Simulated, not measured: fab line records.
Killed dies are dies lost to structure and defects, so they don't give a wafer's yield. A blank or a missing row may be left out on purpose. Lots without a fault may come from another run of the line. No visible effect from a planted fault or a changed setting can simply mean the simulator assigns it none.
A struck lot beside a sound one || flow n5_finfet || 19 out of 1938 route steps
Sound: the wafers L252.1, L252.2, L252.5. The struck wafers were L265.2, L265.5, L265.6. The cause is named last.
For every step that has rows: the tool of each side, followed by ch and its chambers, followed by its first start. Under that, the readings that differ: sound wafers || struck wafers || difference of the means || sigmas: that difference in standard deviations of wafers without a fault.
alike: readings whose means differ by less than 2 such deviations, and words and numbers that are the same on both sides. not compared: withheld readings, readings that some wafer has no value for, bounds like >300 that may hide the same value, and numbers for which the record gives no deviation and whose values overlap.
The two part at a step that has a row with sigmas, a row that says differs or no value, or rows on one side only. When numbers do not overlap yet have no deviation, they are printed without sigmas and do not part them. A reading missing from all wafers of one side parts the sides only when that side holds two or more wafers.

N5_WELL_APT_RTA_34: time 10 s.
  sound on rtp_anneal-01 ch 0, day 1 22:38; struck on rtp_anneal-01 ch 0, day 5 04:06
  alike: lamp_power_pct, lamp_zone_5_pct, wafer_temp_C_max
then, 4 steps without rows for these wafers: N5_WELL_APT_OXIDE_STRIP_42 (strips SiO2 in dHF, time 45 s, target depth 12 nm); N5_WELL_APT_PRECLEAN_36 (cleans in O3/DIW, time 45 s); N5_WELL_APT_PRECLEAN_39 (cleans in dHF, time 60 s); N5_WELL_APT_SRD_37 (time 30 s).
N5_WELL_APT_EPI_41: deposits Si from SiH4/H2, target thk 50 nm, time 297.7 s.
  sound on epi_rpcvd-02 ch 0, day 1 22:53; struck on epi_rpcvd-02 ch 0, day 5 04:30
  alike: throttle_valve_pct
N5_WELL_APT_INSPECT_38: inspects for defects (darkfield).
  sound on defect_inspect-01 at day 1 23:43; struck on defect_inspect-02 at day 5 05:25
  alike: raw_defect_count
N5_PMOS_HMC_CHANNEL_EPI_HM_DEP_34: deposits SiO2 from TEOS/O2, target thk 36 nm, time 6.9 s.
  sound on pecvd-02 ch 0,2, day 1 23:46; struck on pecvd-01 ch 0,2, day 5 05:28
  alike: heater_power_w, rf_fwd_power_W, showerhead_plenum_p_Torr, throttle_valve_pct
then, 4 steps without rows for these wafers: N5_PMOS_HMC_CHANNEL_EPI_COAT_31 (time 60 s, resist thk 66 nm); N5_PMOS_HMC_CHANNEL_EPI_COAT_03 (resist thk 205 nm); N5_PMOS_HMC_CHANNEL_EPI_EBR_05; N5_PMOS_HMC_CHANNEL_EPI_SOFTBAKE_04 (time 60 s).
N5_PMOS_HMC_CHANNEL_EPI_EXPOSE_06: exposes mask PMOS HMC BLK, target cd 240 nm.
  sound on arfi_scanner-02 ch 0, day 1 23:55; struck on arfi_scanner-01 ch 0, day 5 05:44
{"reading": "model.PMOS_HMC_CHANNEL_EPI.overlay_x_nm (nm)", "sound": "-0.2869 -0.2869 -0.2869", "struck": "39.33 39.33 39.33", "difference": "+39.62", "sigmas": ""}
  alike: mask, focus_offset_nm
then, 2 steps without rows for these wafers: N5_PMOS_HMC_CHANNEL_EPI_PEB_07 (peb time 60 s); N5_PMOS_HMC_CHANNEL_EPI_DEVELOP_08 (develop time 30 s).
N5_PMOS_HMC_CHANNEL_EPI_CD_MEAS_09 targets a cd of 237.4 nm.
  sound on cd_sem-02 ch 0, day 2 00:02; struck on cd_sem-03 ch 0, day 5 05:52
  alike: cd_nm
N5_PMOS_HMC_CHANNEL_EPI_OVL_MEAS_10:
  sound on overlay-02 ch 0, day 2 00:04; struck on overlay-01 ch 0, day 5 05:53
{"reading": "PMOS_HMC_BLK_OVL (nm)", "sound": "-1.6 0.9 -1.1", "struck": "38.9 39.4 39.5", "difference": "+39.9", "sigmas": "+54"}
N5_PMOS_HMC_CHANNEL_EPI_INSPECT_11: inspects for defects (macro).
  sound on defect_inspect-02 at day 2 00:05; struck on defect_inspect-02 at day 5 05:55
  alike: raw_defect_count
-- here the record skips 12 days between the struck wafers' starts before and after, leaving off in module PMOS_HMC_CHANNEL_EPI and picking up in module PASSIVATION (first step shown: number 1936 of the route) --
N5_PASSIVATION_PROBE_49:
  only the struck wafers here have rows in the record (prober-02, day 16 21:08); the sound ones have none

WHERE THEY PART
Last at N5_PASSIVATION_PROBE_49 as far as this record goes, first at N5_PMOS_HMC_CHANNEL_EPI_OVL_MEAS_10.

WHY: the cause the simulator had injected
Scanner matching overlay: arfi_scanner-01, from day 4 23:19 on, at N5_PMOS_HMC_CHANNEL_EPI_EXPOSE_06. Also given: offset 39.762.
